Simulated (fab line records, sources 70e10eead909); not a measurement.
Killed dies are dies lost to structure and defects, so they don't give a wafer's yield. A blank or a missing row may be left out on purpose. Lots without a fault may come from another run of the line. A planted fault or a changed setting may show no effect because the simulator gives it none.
Problem report in the 8D (eight disciplines) form, filled by code | flow nand_harc | the parts of the form that need people (team, actions taken, sign-off) are left out

1. THE PROBLEM
thk_nm at NHARC_A_ONON_D2_THK_MEAS_18 reads a mean of 1503 nm on 6 wafers of 2 lots; wafers without a fault read 1000 nm with a standard deviation of 11. That is +46 standard deviations from the usual mean.
The step: measures by ellipsometry.
First seen on wafer L835.1, day 21 07:02, on film_metro-01. The record holds 39 wafers of 13 lots with a number at this step. Rule for "out", or "out of limits": more than 4 standard deviations from the usual mean. The other wafers with a number count as sound.

2. WHAT IT IS AND WHAT IT IS NOT
question                    | is                     | is not
which readings at this step | thk_nm                 | -
which lots                  | L835, L837             | L814, L815, L816, L817, L818, L820, L821, L822, L824, L826, L827
which wafers of those lots  | all that have a number | -
read on which gauges        | film_metro-01          | film_metro-02
when                        | from day 21 07:02      | up to then (33 sound wafers)

3. SUSPECTS, AND WHAT RULES EACH OUT
Counting: a tool at a process step up to the reading stays a suspect if it ran every lot that is out and no sound lot after the first of them.
- the gauge at NHARC_A_ONON_D2_THK_MEAS_18: ruled out. All the wafers that are out were read on film_metro-01, but those of them that NHARC_END_SORT_01 has rows for are out there too, on other tools.
- cmp-04 at NHARC_A_DECK1_JOINT_CMP_02 (polishes SiOx): kept. It ran every lot that is out, first L835 (day 20 19:10), and no sound lot after that; its last sound lot up to then is L826 (day 16 19:52).
- pecvd_onon-04 at NHARC_A_ONON_D2_DEP_16 (target thk 1000 nm): kept. It ran every lot that is out, first L835 (day 21 06:32), and no sound lot after that; its last sound lot up to then is L827 (day 18 17:23).
Left after counting: cmp-04 at NHARC_A_DECK1_JOINT_CMP_02, pecvd_onon-04 at NHARC_A_ONON_D2_DEP_16.

4. THE CAUSE (what the simulator had put in)
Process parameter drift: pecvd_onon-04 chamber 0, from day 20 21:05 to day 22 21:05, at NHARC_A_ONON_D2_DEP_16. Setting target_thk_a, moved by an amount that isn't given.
Counting left 2 suspects, and this tool is among them.

5. THE CHAIN OF EFFECTS, in route order
Each row: a reading whose mean over the struck wafers that have a number lies more than 3 standard deviations from the usual. Only readings for which the record gives a usual standard deviation are gone through. hours: the time from each lot's start at the first step in this table that gives one to its start at this step, as a median over the lots. sigmas: the change in usual standard deviations.
hours | step                        | reading         | usual   | on struck wafers | change | sigmas
0     | NHARC_A_ONON_D2_THK_MEAS_18 | thk_nm          | 1000 nm | 1503             | +503   | +46
280   | NHARC_END_SORT_01           | killed_at_array | 58      | 673              | +615   | +41
280   | NHARC_END_SORT_01           | killed_dies     | 62      | 677              | +615   | +41

6. WHAT WOULD HAVE CAUGHT IT SOONER
In this record the first reading out of limits at a measuring or inspecting step was taken at day 21 07:02, 10 hours after the fault began at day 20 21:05.
Of the tool readings at NHARC_A_ONON_D2_DEP_16 for which the record gives a usual standard deviation, none was out on any struck wafer, so an alarm limit of 4 standard deviations on them would not have fired.
Of the lots that are out (2), L837 began NHARC_A_ONON_D2_DEP_16 on pecvd_onon-04 after day 21 07:02. A hold on the tool at that time would have spared it.
